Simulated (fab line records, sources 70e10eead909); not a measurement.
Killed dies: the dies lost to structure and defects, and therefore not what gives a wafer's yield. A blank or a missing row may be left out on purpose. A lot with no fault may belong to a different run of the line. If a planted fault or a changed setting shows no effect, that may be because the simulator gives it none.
Which of the tools did it? || flow nand_harc || 18 wafers from 6 lots sampled at 4 of the route's 1302 steps

WHAT THE GAUGES READ, wafer by wafer
NHARC_END_SORT_01.
{"lot": "L827", "measured": "day 27 04:28", "on": "prober-01", "killed_at_periphery": "4 1 2"}
{"lot": "L828", "measured": "day 27 16:38", "on": "prober-01", "killed_at_periphery": "2 6 3"}
{"lot": "L841", "measured": "day 33 03:31", "on": "prober-01", "killed_at_periphery": "4 4 4"}

EACH LOT AND THE TOOL THAT RAN IT (in order: tool; ch and the chambers of the sampled wafers; start)
{"lot": "L824", "NHARC_A_M1_DEGAS_29": "pvd_sputter-01, day 24 10:47", "NHARC_A_BONDPAD_SOFTBAKE_04": "litho_track-02 ch 0, day 24 13:00", "NHARC_A_BONDPAD_ETCH_34": "rie_diel-07 ch 0,1,2, day 24 14:41"}
{"lot": "L825", "NHARC_A_M1_DEGAS_29": "pvd_sputter-03, day 25 04:40", "NHARC_A_BONDPAD_SOFTBAKE_04": "litho_track-03 ch 0, day 25 07:00", "NHARC_A_BONDPAD_ETCH_34": "rie_diel-07 ch 0,2,3, day 25 08:30"}
{"lot": "L827", "NHARC_A_M1_DEGAS_29": "pvd_sputter-03, day 25 14:43", "NHARC_A_BONDPAD_SOFTBAKE_04": "litho_track-02 ch 0, day 25 17:00", "NHARC_A_BONDPAD_ETCH_34": "rie_diel-07 ch 0,2,3, day 25 18:22"}
{"lot": "L828", "NHARC_A_M1_DEGAS_29": "pvd_sputter-03, day 26 09:41", "NHARC_A_BONDPAD_SOFTBAKE_04": "litho_track-05 ch 0, day 26 12:00", "NHARC_A_BONDPAD_ETCH_34": "rie_diel-04 ch 0,1,3, day 26 13:21"}
{"lot": "L841", "NHARC_A_M1_DEGAS_29": "pvd_sputter-02, day 31 16:25", "NHARC_A_BONDPAD_SOFTBAKE_04": "litho_track-02 ch 0, day 31 19:00", "NHARC_A_BONDPAD_ETCH_34": "rie_diel-11 ch 1,2,3, day 31 20:05"}
{"lot": "L840", "NHARC_A_M1_DEGAS_29": "pvd_sputter-02, day 32 01:54", "NHARC_A_BONDPAD_SOFTBAKE_04": "litho_track-02 ch 0, day 32 05:00", "NHARC_A_BONDPAD_ETCH_34": "rie_diel-07 ch 1,2,3, day 32 06:09"}
- NHARC_A_M1_DEGAS_29: time 60 s.
- NHARC_A_BONDPAD_SOFTBAKE_04: time 70 s.
- NHARC_A_BONDPAD_ETCH_34: etches the open film in N2/H2, target depth 60 nm, overetch 18 nm, time 65.91 s.

THE ANSWER, worked out from the rows above alone
Rule: the usual values come from the lots themselves. The widest of any qualifying gaps counts: lots, ordered by their means at a reading, are off when they make up no more than a third of the lots, leave a main group of 4 or more, and stand apart from it by 3 or more times the standard deviation of that group's means. A main group is skipped when, at the precision printed for the reading in the tables above, its means are all equal. A lot without any number at a reading at which 4 lots or more have one is off too. Where the step has rows for the other lots, those lots are counted as sound.
None of the lots is off at any reading shown; this tells nothing.

WHAT THE SIMULATOR HAD INSERTED
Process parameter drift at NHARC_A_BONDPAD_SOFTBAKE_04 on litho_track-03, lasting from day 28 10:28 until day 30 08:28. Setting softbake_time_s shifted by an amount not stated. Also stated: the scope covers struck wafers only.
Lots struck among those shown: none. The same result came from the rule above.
